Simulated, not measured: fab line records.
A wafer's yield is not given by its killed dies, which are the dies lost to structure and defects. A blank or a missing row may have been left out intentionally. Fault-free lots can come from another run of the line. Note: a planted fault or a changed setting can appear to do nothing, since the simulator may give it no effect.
A lot that was struck, set against a sound lot | flow n5 finfet | 37 out of 1938 route steps
Sound: these wafers, L161.2, L161.5, L161.6. Struck: wafer L173.5 (left out: L173.6, a lot-mate that was not struck); the cause follows at the end.
Per side, at each step with rows, come the tool, then ch with its chambers, and then its first start. Under that, the readings that differ: sound wafers | struck wafers | difference of the means | sigmas: that difference in standard deviations of wafers without a fault.
alike: same words and numbers on both sides, and readings whose means sit less than 2 such deviations apart. not compared: any withheld reading, any reading some wafer has no value for, any bound like >300 that may hide the same value, and any number with overlapping values for which the record gives no deviation.
Wherever a step has rows on one side only, a row that says differs or no value, or a row with sigmas, the two part there. When numbers do not overlap yet have no deviation, they are printed without sigmas and do not part them. Lack of a reading on every wafer of one side parts them only where that side has two or more wafers.

first, 8 steps without rows for these wafers: N5_BEOL_M5_ANNEAL_51 (time 90 s); N5_BEOL_M5_CMP_52 (polishes, stops on SiCOH lowk, t overpolish 6.9 s, target thk 62 nm); N5_BEOL_M5_PRE_CLEAN_77 (time 15 s); N5_BEOL_M5_CO_CAP_78 (material Co, precursor CCTBA/H2, target thk 2 nm, time 102.1 s); N5_BEOL_M5_PRE_CLEAN_55 (time 15 s); N5_BEOL_M5_DEP_56 (deposits SiCN from 3MS/NH3, target thk 8 nm, time 14 s); N5_BEOL_M6_ILD_DEP_00 (deposits SiCOH lowk from DEMS/porogen, target thk 179.75 nm, time 33.4 s); N5_BEOL_M6_CURE_74 (cures SiCOH lowk, time 240 s).
N5_BEOL_M6_PECVD_70: deposits SiO2 from TEOS/O2, target thk 20 nm, time 22.7 s.
  sound on pecvd-02 ch 0,2, day 12 01:29; struck on pecvd-02 ch 2, day 14 13:01
  reading                                    | sound        | struck | difference | sigmas
  model.SiO2_of_BEOL_M6_PECVD_70.thk nm (nm) | 20 20.2 20.8 | 25     | +5         |
  alike: heater power w, showerhead plenum p Torr, throttle valve pct
  not compared: since wet clean h
then, 25 steps without rows for these wafers: N5_BEOL_M6_HM_DEP_02 (deposits TiN, target thk 20 nm); N5_BEOL_M6_COAT_59 (time 60 s, resist thk 100 nm); N5_BEOL_M6_COAT_60 (time 60 s, resist thk 35 nm); N5_BEOL_M6_COAT_05 (resist thk 90 nm); N5_BEOL_M6_EBR_07; N5_BEOL_M6_SOFTBAKE_06 (time 60 s); N5_BEOL_M6_EXPOSE_08 (exposes mask M6); N5_BEOL_M6_PEB_09 (peb time 60 s); N5_BEOL_M6_DEVELOP_10 (develop time 30 s); N5_BEOL_M6_DESCUM_16 (chemistry O2, time 7.9 s); N5_BEOL_M6_ETCH_61 (etches SiARC in CF4, target depth 45.5 nm, time 75.8 s); N5_BEOL_M6_ETCH_62 (etches SOC in N2/H2, target depth 110 nm, overetch 22 nm, time 165 s); N5_BEOL_M6_STRIP_68 (strips in N2/H2); N5_BEOL_M6_STRIP_67 (strips in CF4); N5_BEOL_M6_HM_OPEN_17 (chemistry Cl2/BCl3, target TiN, target depth 20 nm, overetch 6 nm); N5_BEOL_M6_STRIP_19 (strips in O2); N5_BEOL_M6_COAT_63 (time 60 s, resist thk 60 nm); N5_BEOL_M6_COAT_64 (time 60 s, resist thk 12 nm); N5_BEOL_M6_COAT_71 (time 60 s, resist thk 5 nm); N5_BEOL_M6_COAT_22 (resist thk 30 nm); N5_BEOL_M6_EBR_24; N5_BEOL_M6_SOFTBAKE_23 (time 60 s); N5_BEOL_M6_EXPOSE_25 (exposes mask V5, target cd 40 nm); N5_BEOL_M6_PEB_26 (peb time 60 s); N5_BEOL_M6_DEVELOP_27 (develop time 30 s).
N5_BEOL_M6_HM_STRIP_39: strips TiN in peroxide tin strip, target depth 25 nm, time 158 s.
  sound on wet bench-03 ch 0,1,7, day 12 04:09; struck on wet bench-05 ch 2, day 14 16:08
  reading                                    | sound        | struck | difference | sigmas
  model.SiO2_of_BEOL_M6_PECVD_70.thk nm (nm) | 19.8 20 20.6 | 24.8   | +4.7       |
  alike: bath guard temp C
N5_BEOL_M6_CMP_52: polishes, stops on SiCOH lowk, t overpolish 6.9 s, target thk 80 nm.
  sound on cmp-03 ch 0,2,3, day 12 07:56; struck on cmp-04 ch 2, day 14 20:13
  reading                      | sound          | struck | difference | sigmas
  barrier field endpoint s (s) | 29.0 30.1 29.9 | 32.5   | +2.8       | +4
  alike: clearing platen rpm, motor current A, platen rpm, slurry flow ml min
-- here the record skips 4 days between the struck wafers' starts before and after, leaving off in module BEOL_M6 and picking up in module PASSIVATION (first step shown: number 1936 of the route) --
N5_PASSIVATION_PROBE_49:
  sound: prober-01 at day 15 20:26; struck: prober-01 at day 18 08:32
  alike: defect limited yield, killed_at_M0_to_M3, killed_at_M4_up, killed at contacts, killed at front end, killed at other, killed dies, killed open, killed short, sort_bin_5_function, sort_bin_6_memory, sort n pass, sort yield pct

## WHERE THEY PART
Within this record, at N5_BEOL_M6_CMP_52 only. Later steps at which nothing parts them and some readings are alike: N5_PASSIVATION_PROBE_49.

WHY: what had been put in by the simulator
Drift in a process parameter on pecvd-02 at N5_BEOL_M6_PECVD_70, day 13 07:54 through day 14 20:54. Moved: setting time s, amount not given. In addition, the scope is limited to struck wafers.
